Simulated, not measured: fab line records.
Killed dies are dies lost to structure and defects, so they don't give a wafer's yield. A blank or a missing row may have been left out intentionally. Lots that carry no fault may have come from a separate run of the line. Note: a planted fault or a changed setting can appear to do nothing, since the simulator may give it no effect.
Split-lot trial + flow n5Finfet + 7 lots, 21 wafers read, on a route of 1938 steps

## ON THE SPLIT
At N5_BEOL_M0_SAQP_COAT_82 (time 60 s, resist thk 30 nm), the setting spinRpm was moved away from the recipe's 1500 rpm on 10 of the 21 wafers read, by -10.9% to +8.6%. The other wafers ran this setting at the recipe's value.

The reading is taken at the split's own step.

## THE READING
SiARC_of_BEOL_M0_SAQP_COAT_82.thkNm (the simulator's own value, which no gauge read), in nm, at N5_BEOL_M0_SAQP_COAT_82 (time 60 s, resist thk 30 nm). There is no usual value for it anywhere in the file. The 11 wafers here that ran the recipe average 30.0 nm, standard deviation 0.1 nm.

| wafer  | tool, chamber at the split | spinRpm as run, rpm | against the recipe | SiARC_of_BEOL_M0_SAQP_COAT_82.thkNm, nm | against lot-mates on the recipe |
|--------|----------------------------|---------------------|--------------------|-----------------------------------------|---------------------------------|
| L074.2 | lithoTrack-03, 0           | 1500                | recipe             | 30                                      | -                               |
| L074.3 | lithoTrack-03, 0           | 1500                | recipe             | 30                                      | -                               |
| L074.6 | lithoTrack-03, 0           | 1500                | recipe             | 30                                      | -                               |
| L076.1 | lithoTrack-02, 0           | 1500                | recipe             | 29.8                                    | -                               |
| L076.5 | lithoTrack-02, 0           | 1500                | recipe             | 29.8                                    | -                               |
| L076.4 | lithoTrack-02, 0           | 1336                | -10.9%             | 31.6                                    | +1.8                            |
| L079.3 | lithoTrack-02, 0           | 1379                | -8.1%              | 31.4                                    | no lot-mate on the recipe       |
| L079.4 | lithoTrack-02, 0           | 1379                | -8.1%              | 31.4                                    | no lot-mate on the recipe       |
| L079.5 | lithoTrack-02, 0           | 1379                | -8.1%              | 31.4                                    | no lot-mate on the recipe       |
| L087.3 | lithoTrack-02, 0           | 1414                | -5.7%              | 30.8                                    | +0.8                            |
| L087.4 | lithoTrack-02, 0           | 1500                | recipe             | 30                                      | -                               |
| L087.6 | lithoTrack-02, 0           | 1414                | -5.7%              | 31                                      | +1.0                            |
| L092.4 | lithoTrack-03, 0           | 1500                | recipe             | 30                                      | -                               |
| L092.5 | lithoTrack-03, 0           | 1500                | recipe             | 30                                      | -                               |
| L092.6 | lithoTrack-03, 0           | 1500                | recipe             | 30                                      | -                               |
| L094.4 | lithoTrack-01, 0           | 1629                | +8.6%              | 28.8                                    | -1.2                            |
| L094.6 | lithoTrack-01, 0           | 1629                | +8.6%              | 28.8                                    | -1.2                            |
| L094.5 | lithoTrack-01, 0           | 1500                | recipe             | 30                                      | -                               |
| L097.3 | lithoTrack-03, 0           | 1500                | recipe             | 30.2                                    | -                               |
| L097.5 | lithoTrack-03, 0           | 1351                | -9.9%              | 31.8                                    | +1.6                            |
| L097.6 | lithoTrack-03, 0           | 1351                | -9.9%              | 31.6                                    | +1.4                            |

THE FIT
A straight line over all 21 wafers: SiARC_of_BEOL_M0_SAQP_COAT_82.thkNm changes by -0.158 nm for each +1% of spinRpm; r = -0.99; the points scatter about the line by 0.12 nm.
The same after taking each lot's own level away (the mean of its wafers on the recipe; 18 wafers): -0.15 nm for each +1%; r = -1.00; scatter 0.068 nm.
The reading moves by 1.6 nm for the largest change in spinRpm, on that fit.
Measured against the standard deviation above, the lots' own levels, which go from 29.80 to 30.20 nm, span 3.9 times it.
Hence the lot-to-lot level has little effect on the slope; both slopes agree.
Check: +1.63 nm against its lot-mates is what the line predicts for one of the wafers moved furthest among these (-10.9%) when that wafer is left out of the fit. It came out at +1.8 nm against them.

## ADDITIONAL SPLITS CARRIED BY THESE WAFERS
These wafers also went through other splits before the reading. Each is held against what the fit with the lots' levels taken away leaves over:
| other split on the same wafers            | wafers away from the commonest value | r with SiARC_of_BEOL_M0_SAQP_COAT_82.thkNm (lot level and that fit taken away) |
|-------------------------------------------|--------------------------------------|--------------------------------------------------------------------------------|
| N5_SD_EPI_P_EPI_21 timeS                  | 3                                    | +0.18                                                                          |
| N5_HKMG_FIN_ETCH_55 biasW                 | 8                                    | +0.40                                                                          |
| N5_MOL_CONTACT_COAG_COAT_103 spinRpm      | 8                                    | +0.62                                                                          |
| N5_MOL_CONTACT_COAG_CONTACT_ETCH_14 timeS | 5                                    | +0.42                                                                          |
| N5_MOL_CONTACT_COAG_ETCH_110 biasW        | 8                                    | +0.03                                                                          |

## THE FILE'S OWN FIT
SiARC_of_BEOL_M0_SAQP_COAT_82.thkNm changes by -0.154 nm for each +1% of spinRpm, r = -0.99.
